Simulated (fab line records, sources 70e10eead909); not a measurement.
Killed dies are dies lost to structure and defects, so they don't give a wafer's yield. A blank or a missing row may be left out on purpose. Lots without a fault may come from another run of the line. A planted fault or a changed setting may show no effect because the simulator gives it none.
fab line records | flow nand_harc
record lots=6 wafers=17 last_day=25
route steps=1159 shown A_CONTACT@930 END@1159
lots that met no fault: from a run of the same line without faults
start_h: hours from the record's first day to the start of the lot's first wafer shown | wait_h: hours since the lot's step before | " the same as in the row above | L1.1+2: a row that stands for several wafers | - no value, or no start given | * or withheld: withheld | < > ~ a bound
route shown NAME@n: a module of which the file shows steps, and the number in the route of the first | usual: mean/standard deviation of fault-free wafers | same: alike in all rows | chamber/n: place in a boat | sites: the reading at each site | _std_site: their standard deviation | _edge_site: outer sites' mean less inner sites' | radius_mm: how far each site lies from the wafer's centre | mask NAME#n: copy n | behind: the tool/chamber that last shaped the wafer | hold: why the lot was held/for how many hours/how that ended | device: the transistor (n, p or np) that didn't switch | end of line: the same wafers' tests at the end of the route | a step without rows: its recipe alone | killed: dies lost to structure and defects at the first sort, not the wafer's yield | map: a wafer's dies, x killed, . not, _ none there
set.NAME: the setting as run; set.NAME@STEP: as run at that earlier step | model.NAME: the simulator's own value behind a step, which no gauge read
lots at some steps of the route; a table a step, a row a wafer
services: from which hour (start_h, from the record's first day; less than 0 if before it) a tool's chamber was out of use, for how many hours, and why
## steps
# step NHARC_A_CONTACT_SOFTBAKE_03
# recipe temp_c=105 time_s=55
# step NHARC_A_CONTACT_EBR_04
# step NHARC_A_CONTACT_EXPOSE_05
# recipe na=1.35 sigma_outer=0.8 dose_mj=84.24 mask_id=A_CC
# step NHARC_A_CONTACT_PEB_06
# recipe peb_temp_c=100 peb_time_s=65
# step NHARC_A_CONTACT_DEVELOP_07
# recipe develop_time_s=35 dev_temp_c=23
# step NHARC_A_CONTACT_CD_MEAS_08
# recipe target_cd_nm=100 landing_energy_ev=500
# usual cd_nm=100.4/0.66
# columns lot.wafer tool chamber start_h wait_h cd_nm
L588.1 cd_sem-01 0 455.37 - 100.4
L588.2 " 0 " " 100.1
L588.3 " 0 " " 100.8
L593.1 cd_sem-02 0 488.32 - 101.2
L593.2 " 0 " " 100.9
L593.5 " 0 " " 100.8
L594.2 cd_sem-03 0 492.32 - 99.5
L594.5 " 0 " " 100.0
L594.6 " 0 " " 100.0
L595.1 cd_sem-02 0 493.70 - 101.3
L595.3 " 0 " " 100.5
L596.2 cd_sem-01 0 522.43 - 101.1
L596.3 " 0 " " 101.2
L596.4 " 0 " " 100.8
L597.3 cd_sem-01 0 525.63 - 100.2
L597.5 " 0 " " 100.6
L597.6 " 0 " " 99.9
# step NHARC_A_CONTACT_OVL_MEAS_09
# usual overlay_x_nm=0.2/0.76 overlay_y_nm=-0.1/0.85
# columns lot.wafer tool chamber start_h wait_h overlay_x_nm overlay_y_nm
L588.1 overlay-01 - 455.47 - 0.2 -0.2
L588.2 " - " " 0.6 0.1
L588.3 " - " " 1.1 0.0
L593.1 overlay-01 - 488.40 - 0.9 0.0
L593.2 " - " " 0.8 -0.4
L593.5 " - " " 0.3 0.4
L594.2 overlay-02 - 492.40 - -0.3 0.7
L594.5 " - " " -0.2 0.3
L594.6 " - " " 0.0 0.0
L595.1 overlay-01 - 493.80 - 1.1 0.1
L595.3 " - " " 0.8 0.5
L596.2 overlay-01 - 522.52 - 0.3 -0.1
L596.3 " - " " 0.4 -0.2
L596.4 " - " " -0.1 0.1
L597.3 overlay-01 - 525.71 - -1.0 -0.5
L597.5 " - " " -1.0 0.1
L597.6 " - " " -1.2 -0.1
# step NHARC_A_CONTACT_INSPECT_10
# usual raw_defect_count=28/13
# columns lot.wafer tool chamber start_h wait_h raw_defect_count
L588.1 defect_inspect-01 - 455.50 0.0 29
L588.2 " - " " 46
L588.3 " - " " 34
L593.1 defect_inspect-02 - 488.44 0.0 11
L593.2 " - " " 20
L593.5 " - " " 14
L594.2 defect_inspect-02 - 492.44 0.0 48
L594.5 " - " " 45
L594.6 " - " " 38
L595.1 defect_inspect-02 - 493.83 0.0 36
L595.3 " - " " 26
L596.2 defect_inspect-01 - 522.56 0.0 19
L596.3 " - " " 20
L596.4 " - " " 28
L597.3 defect_inspect-02 - 525.75 0.0 42
L597.5 " - " " 38
L597.6 " - " " 40
# step NHARC_A_CONTACT_DESCUM_13
# recipe time_s=3 o2_flow_sccm=200 ar_flow_sccm=0 bias_power_w=0 chemistry=O2
# usual drypump_motor_current_A=5.9/0.59 oes_product_au=0.999/0.017 rf_vpp_V=57.9/0.9 showerhead_plenum_p_Torr=1.90/0.096 throttle_valve_pct=11.311/0.0083
# columns lot.wafer tool chamber start_h wait_h drypump_motor_current_A oes_product_au rf_hours_counter_h rf_vpp_V showerhead_plenum_p_Torr throttle_valve_pct
L588.3 rie_diel-11 1 455.58 0.1 6.6 0.988 17 58.5 1.92 11.311
L588.2 " 3 " " 6.3 1.011 16 57.3 1.86 11.303
L588.1 " 0 " " 5.9 0.975 17 58.3 2.02 11.316
L593.1 rie_diel-12 1 488.51 0.1 6.1 0.996 36 59.0 1.83 11.328
L593.2 " 3 " " 6.0 0.991 38 57.3 1.77 11.297
L593.5 " 1 " " 6.1 0.996 - 55.7 1.83 11.295
L594.2 rie_diel-11 1 492.51 0.1 6.6 0.994 25 58.1 1.92 11.317
L594.5 " 0 " " 5.9 0.992 - 59.0 2.02 11.298
L594.6 " 1 " " 6.6 0.999 - 58.3 1.92 11.322
L595.3 rie_diel-12 3 493.89 0.1 6.0 0.982 39 56.1 1.77 11.316
L595.1 " 2 " " 6.2 0.996 37 56.8 1.77 11.296
L596.4 rie_diel-12 1 522.62 0.1 6.1 1.013 50 57.3 1.82 11.305
L596.2 " 2 " " 6.2 1.003 50 57.0 1.76 11.309
L596.3 " 0 " " 5.1 1.015 42 58.1 2.04 11.307
L597.3 rie_diel-11 3 525.81 0.1 6.3 1.018 31 57.6 1.86 11.320
L597.5 " 3 " " 6.3 1.030 - 58.7 1.86 11.313
L597.6 " 0 " " 5.9 0.980 - 58.3 2.02 11.309
# step NHARC_A_CONTACT_ETCH_88
# recipe target_depth_a=390 over_etch_frac=0.3 time_s=65 ion_energy_ev=80 cf4_flow_sccm=150 ar_flow_sccm=0 rf_w=300 bias_w=100 chemistry=CF4
# usual drypump_motor_current_A=5.9/0.59 oes_product_au=1.000/0.017 rf_fwd_power_W=297.3/1.3 rf_vpp_V=151.2/1.3 run_length_s=86.4/0.54 showerhead_plenum_p_Torr=1.76/0.082 throttle_valve_pct=13.284/0.0098
# columns lot.wafer tool chamber start_h wait_h drypump_motor_current_A oes_product_au rf_fwd_power_W rf_hours_counter_h rf_vpp_V run_length_s showerhead_plenum_p_Torr throttle_valve_pct
L588.2 rie_diel-11 3 455.68 0.1 6.3 1.020 297.8 16 151.6 85.7 1.72 13.296
L588.3 " 0 " " 5.9 0.989 293.8 17 151.1 87.7 1.86 13.265
L588.1 " 1 " " 6.6 0.992 298.9 17 153.0 85.9 1.77 13.271
L593.1 rie_diel-12 2 488.59 0.1 6.2 1.002 296.4 36 148.8 87.2 1.64 13.297
L593.2 " 3 " " 6.0 1.002 296.9 38 148.3 86.2 1.65 13.292
L593.5 " 2 " " 6.2 1.009 295.4 - 151.7 86.8 1.64 13.289
L594.2 rie_diel-11 3 492.60 0.1 6.3 1.022 299.6 24 150.4 86.2 1.72 13.298
L594.5 " 1 " " 6.6 0.998 299.3 - 151.8 86.0 1.77 13.291
L594.6 " 2 " " 4.8 0.972 297.4 - 150.9 86.3 1.71 13.278
L595.1 rie_diel-12 3 494.00 0.1 6.0 0.988 298.2 39 149.2 86.8 1.65 13.290
L595.3 " 1 " " 6.0 1.001 297.6 38 150.8 86.6 1.69 13.289
L596.2 rie_diel-12 3 524.18 1.5 6.0 0.976 296.1 54 148.3 86.1 1.64 13.287
L596.4 " 0 " " 5.2 1.016 298.4 44 153.3 86.7 1.88 13.297
L596.3 " 2 " " 6.2 0.990 297.8 51 149.5 86.9 1.64 13.279
L597.3 rie_diel-11 1 525.93 0.1 6.6 0.994 297.2 31 152.0 85.7 1.77 13.282
L597.6 " 3 " " 6.3 1.023 297.8 - 150.6 86.1 1.72 13.291
L597.5 " 0 " " 5.9 0.998 296.2 - 152.6 87.4 1.86 13.289
# step NHARC_A_CONTACT_ETCH_89
# recipe target_depth_a=2600 over_etch_frac=0.3 time_s=475.3 ion_energy_ev=200 n2_flow_sccm=150 h2_flow_sccm=150 ar_flow_sccm=0 rf_w=400 bias_w=150 chemistry=N2/H2
# usual drypump_motor_current_A=5.9/0.56 n2_flow_sccm=150.0/0.43 oes_product_au=1.001/0.016 rf_fwd_power_W=399.2/1.2 rf_vpp_V=430/3.1 run_length_s=496.6/0.52 showerhead_plenum_p_Torr=2.03/0.11 throttle_valve_pct=14.171/0.0089
# columns lot.wafer tool chamber start_h wait_h drypump_motor_current_A n2_flow_sccm oes_product_au rf_fwd_power_W rf_hours_counter_h rf_vpp_V run_length_s showerhead_plenum_p_Torr throttle_valve_pct
L588.1 rie_diel-11 2 - - 4.8 149.2 0.976 399.2 16 428 496.5 1.97 14.168
L588.2 " 3 " " 6.3 150.3 1.019 397.8 16 429 496.0 1.98 14.164
L588.3 " 0 " " 5.9 149.6 0.995 399.3 17 433 497.2 2.16 14.184
L593.2 rie_diel-12 1 - - 6.0 149.9 1.009 397.7 36 428 496.9 1.95 14.162
L593.1 " 2 " " 6.2 149.5 1.000 396.8 36 427 497.0 1.88 14.170
L593.5 " 1 " " 6.0 150.2 1.000 398.9 - 427 496.7 1.95 14.164
L594.2 rie_diel-11 0 - - 5.9 149.8 0.977 397.3 25 435 497.2 2.16 14.169
L594.5 " 3 " " 6.3 150.2 1.020 400.5 - 429 496.2 1.98 14.161
L594.6 " 0 " " 5.9 150.2 0.993 396.6 - 435 497.5 2.16 14.169
L595.3 rie_diel-12 3 - - 6.0 150.1 0.989 399.7 39 426 496.8 1.88 14.169
L595.1 " 1 " " 6.0 150.5 0.997 398.0 38 426 496.7 1.94 14.174
L596.4 rie_diel-12 3 - - 5.9 149.9 0.992 397.5 54 425 496.3 1.88 14.166
L596.2 " 0 " " 5.1 149.4 1.005 397.2 44 434 497.1 2.18 14.181
L596.3 " 1 " " 6.1 149.4 0.999 396.8 51 428 497.0 1.94 14.161
L597.3 rie_diel-11 1 - - 6.6 149.4 0.994 400.7 31 432 496.2 2.04 14.149
L597.6 " 2 " " 4.8 149.6 0.970 399.3 - 428 496.5 1.96 14.159
L597.5 " 3 " " 6.3 149.5 1.007 398.6 - 430 496.0 1.98 14.180
# step NHARC_A_CONTACT_ETCH_30
# recipe target_depth_a=605 time_s=30.2 cf4_flow_sccm=100 chf3_flow_sccm=30 ar_flow_sccm=0 rf_w=500 bias_w=200 chemistry=CF4/CHF3
# usual chf3_flow_sccm=29.99/0.093 drypump_motor_current_A=5.9/0.62 oes_product_au=0.935/0.025 rf_fwd_power_W=493.4/2.9 rf_vpp_V=370.5/2.6 run_length_s=51.5/0.5 showerhead_plenum_p_Torr=1.57/0.074 throttle_valve_pct=16.803/0.0094
# columns lot.wafer tool chamber start_h wait_h chf3_flow_sccm drypump_motor_current_A oes_product_au rf_fwd_power_W rf_hours_counter_h rf_vpp_V run_length_s showerhead_plenum_p_Torr throttle_valve_pct
L588.2 rie_diel-11 1 - - 29.89 6.6 0.959 496.1 17 369.7 51.4 1.58 16.792
L588.3 " 2 " " 29.91 4.8 0.943 495.4 16 369.8 51.3 1.52 16.795
L588.1 " 3 " " 30.16 6.3 0.987 493.0 16 369.4 50.8 1.53 16.794
L593.1 rie_diel-12 2 - - 29.89 6.2 0.986 492.4 36 367.0 51.7 1.46 16.805
L593.2 " 3 " " 29.93 6.0 0.965 494.0 38 366.4 51.3 1.46 16.816
L593.5 " 2 " " 30.05 6.2 0.975 492.9 - 367.1 51.8 1.46 16.808
L594.2 rie_diel-11 3 - - 30.07 6.3 0.942 491.9 24 370.8 51.0 1.53 16.803
L594.5 " 2 " " 29.99 4.8 0.898 495.8 - 369.1 51.3 1.52 16.799
L594.6 " 3 " " 30.06 6.3 0.936 492.3 - 369.4 50.7 1.53 16.806
L595.3 rie_diel-12 2 - - 30.12 6.2 0.916 490.6 37 365.8 51.9 1.46 16.794
L595.1 " 3 " " 29.97 6.0 0.910 493.2 40 368.8 51.7 1.46 16.819
L596.3 rie_diel-12 0 - - 30.01 5.1 0.943 491.8 44 373.8 52.2 1.67 16.794
L596.2 " 1 " " 30.02 6.0 0.939 494.7 51 369.1 51.7 1.50 16.801
L596.4 " 3 " " 29.91 6.0 0.905 491.8 55 366.5 51.2 1.46 16.797
L597.3 rie_diel-11 2 - - 30.08 4.8 0.902 495.5 30 368.7 51.6 1.52 16.806
L597.5 " 1 " " 30.07 6.6 0.921 497.6 - 370.6 51.1 1.58 16.796
L597.6 " 2 " " 30.10 4.8 0.893 494.7 - 369.6 51.9 1.52 16.802
# step NHARC_A_CONTACT_ETCH_31
# recipe target_depth_a=20000 over_etch_frac=0.3 time_s=520 ion_energy_ev=150 o2_flow_sccm=400 cos_flow_sccm=20 ar_flow_sccm=0 rf_w=500 bias_w=300 chemistry=O2/COS
# usual drypump_motor_current_A=5.9/0.59 oes_product_au=0.999/0.016 rf_fwd_power_W=499.2/1.5 rf_vpp_V=314.1/2.3 run_length_s=541.3/0.52 showerhead_plenum_p_Torr=3.11/0.15 throttle_valve_pct=28.330/0.0088
# columns lot.wafer tool chamber start_h wait_h drypump_motor_current_A oes_product_au rf_fwd_power_W rf_hours_counter_h rf_vpp_V run_length_s showerhead_plenum_p_Torr throttle_valve_pct
L588.2 rie_diel-11 3 456.18 - 6.3 1.014 500.6 16 312.9 541.2 3.04 28.306
L588.1 " 0 " " 5.9 0.978 499.0 17 318.3 541.9 3.29 28.343
L588.3 " 2 " " 4.8 0.966 497.3 16 312.0 541.7 3.02 28.332
L593.2 rie_diel-12 0 489.15 - 5.1 1.018 499.6 39 317.5 541.9 3.32 28.335
L593.1 " 2 " " 6.2 1.005 496.4 36 310.7 541.5 2.90 28.333
L593.5 " 1 " " 6.0 0.995 498.7 - 313.2 541.8 2.99 28.329
L594.2 rie_diel-11 3 493.21 - 6.3 1.014 501.4 24 312.8 540.6 3.04 28.328
L594.5 " 0 " " 5.9 0.983 499.5 - 315.9 542.3 3.28 28.324
L594.6 " 1 " " 6.6 0.986 500.0 - 313.3 541.2 3.13 28.317
L595.3 rie_diel-12 2 494.65 - 6.2 1.009 - 37 310.4 419.0 2.90 28.339
L595.1 " 3 " " 6.0 0.987 - 40 309.1 418.4 2.90 28.345
L596.4 rie_diel-12 2 524.89 - 6.2 0.993 - 51 310.0 419.2 2.89 28.334
L596.3 " 3 " " 6.0 0.983 - 55 312.1 418.5 2.89 28.333
L596.2 " 0 " " 5.2 1.012 - 45 316.0 418.9 3.32 28.341
L597.3 rie_diel-11 2 526.53 - 4.8 0.967 499.3 30 313.2 541.1 3.01 28.330
L597.6 " 0 " " 5.9 0.993 498.4 - 315.8 542.0 3.28 28.336
L597.5 " 1 " " 6.6 0.994 501.3 - 314.3 540.9 3.13 28.339
# step NHARC_A_CONTACT_ETCH_134
# recipe source_w=withheld pressure_mtorr=20 bias_v=withheld time_s=140 target_depth_a=7000 ar_flow_sccm=withheld c4f8_flow_sccm=withheld o2_flow_sccm=withheld chemistry=C4F8/O2/Ar
# usual run_length_s=141.5/0.35
# columns lot.wafer tool chamber start_h wait_h rf_hours_counter_h run_length_s
L588.1 har_cap_etch-03 0 456.58 - 98 141.8
L588.2 " 1 " " 98 141.4
L588.3 " 0 " " - 141.6
L593.1 har_cap_etch-03 1 489.55 - 105 141.9
L593.2 " 0 " " 105 141.1
L593.5 " 1 " " - 141.2
L594.2 har_cap_etch-02 0 493.49 - 33 142.1
L594.5 " 0 " " - 141.6
L594.6 " 1 " " - 141.5
L595.1 har_cap_etch-01 0 495.10 - 79 141.7
L595.3 " 1 " " - 141.0
L596.2 har_cap_etch-03 0 525.28 - 109 140.9
L596.4 " 1 " " - 141.5
L596.3 " 0 " " - 141.5
L597.3 har_cap_etch-01 1 526.99 - - 141.5
L597.5 " 0 " " - 141.8
L597.6 " 1 " " - 141.0
# step NHARC_END_SORT_01
# recipe temp_c=25
# usual killed_at_array=26/9.7 killed_at_other=1.0/1.2 killed_at_periphery=3.9/2.6 killed_dies=31/9.7 killed_open=3.2/1.8 killed_short=2.0/1.3
# same gross_dies=677
# columns lot.wafer tool chamber start_h wait_h killed_at_array killed_at_other killed_at_periphery killed_dies killed_open killed_short
L596.2 prober-01 0 580.35 2.8 444 1 3 448 1 1
L596.3 prober-01 0 581.15 3.1 413 1 6 420 5 0
L596.4 prober-01 0 581.95 3.4 372 1 9 382 6 2
# killed by level:class
L596.2 A_CONTACT:area_etch=424 A_CONTACT:chamber_film_flake=10 A_CHANNEL_HOLE_D1:chamber_film_flake=6 A_STAIRCASE:chamber_film_flake=2 P_M0:geometric_particle:short=1 P_ZERO_WELL:chamber_film_flake=1 P_STI:chamber_film_flake=1 STARTING-WAFER:geometric_particle:open=1
L596.3 A_CONTACT:area_etch=395 P_STI:chamber_film_flake=4 A_STAIRCASE:chamber_film_flake=4 A_ZERO_WELL:chamber_film_flake=3 A_WL_FILL:chamber_film_flake=3 A_CONTACT:chamber_film_flake=3 A_CHANNEL_HOLE_D1:chamber_film_flake=2 P_STI:geometric_particle:open=1
L596.4 A_CONTACT:area_etch=346 A_CHANNEL_HOLE_D1:chamber_film_flake=8 A_STAIRCASE:chamber_film_flake=6 A_CONTACT:geometric_particle:open=3 A_ZERO_WELL:chamber_film_flake=3 A_CONTACT:chamber_film_flake=3 P_ZERO_WELL:chamber_film_flake=2 P_STI:chamber_film_flake=2
## services
# columns tool chamber start_h hours kind
rie_diel-11 - 432.78 0.4 repair
rie_diel-12 0 437.60 - clean
rie_diel-12 1 437.60 - clean
rie_diel-12 2 437.60 - clean
rie_diel-12 3 437.60 - clean
rie_diel-12 1 447.06 3.3 repair
rie_diel-11 0 449.28 - clean
rie_diel-11 1 449.28 - clean
rie_diel-11 2 449.28 - clean
rie_diel-11 3 449.28 - clean
rie_diel-12 0 462.12 - clean
rie_diel-11 0 473.93 - clean
rie_diel-11 1 473.93 - clean
rie_diel-11 2 473.93 - clean
rie_diel-11 3 473.93 - clean
rie_diel-12 0 491.23 22.6 repair
rie_diel-11 0 498.43 - clean
rie_diel-11 1 498.43 - clean
rie_diel-11 2 498.43 - clean
rie_diel-11 3 498.43 - clean
rie_diel-11 0 522.93 - clean
rie_diel-11 1 522.93 - clean
rie_diel-11 2 522.93 - clean
rie_diel-11 3 522.93 - clean
## key
first_sign step=NHARC_A_CONTACT_ETCH_31 reading=run_length_s direction=down sigmas=99+ usual=* struck=*
effect step=NHARC_END_SORT_01 reading=killed_dies direction=up sigmas=40 usual=31 struck=417
more_kills_born_at NHARC_A_CONTACT_ETCH_31@rie_diel-12=1165
met_at NHARC_A_CONTACT_ETCH_31
struck_wafers L595.1,L595.3,L596.2,L596.3,L596.4
later_rows_left_out L595.1,L596.2,L596.3,L596.4
sort_left_out L595.1,L595.3
tester_left_out L595,L596
onset_between 489.15 494.65
fault kind=process_parameter_drift tool=rie_diel-12 chamber=- onset_h=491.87 steps=NHARC_A_CONTACT_ETCH_31 channel=time_s offset=* shape=step acts_in=* stated=*
# tester_left_out: of these lots the tester's yield and bins aren't shown, on N5 and GAA mostly nor the transistor test; their killed dies are dies lost to structure and defects alone, not to doping, threshold or leakage, so they don't give the yield
# sort_left_out: the simulated sort isn't trusted on such a fault, so these wafers' sort isn't shown, and their yield isn't known
# later_rows_left_out: the simulator's readings of these wafers behind a module that went badly wrong aren't trusted and aren't shown, but for the sort
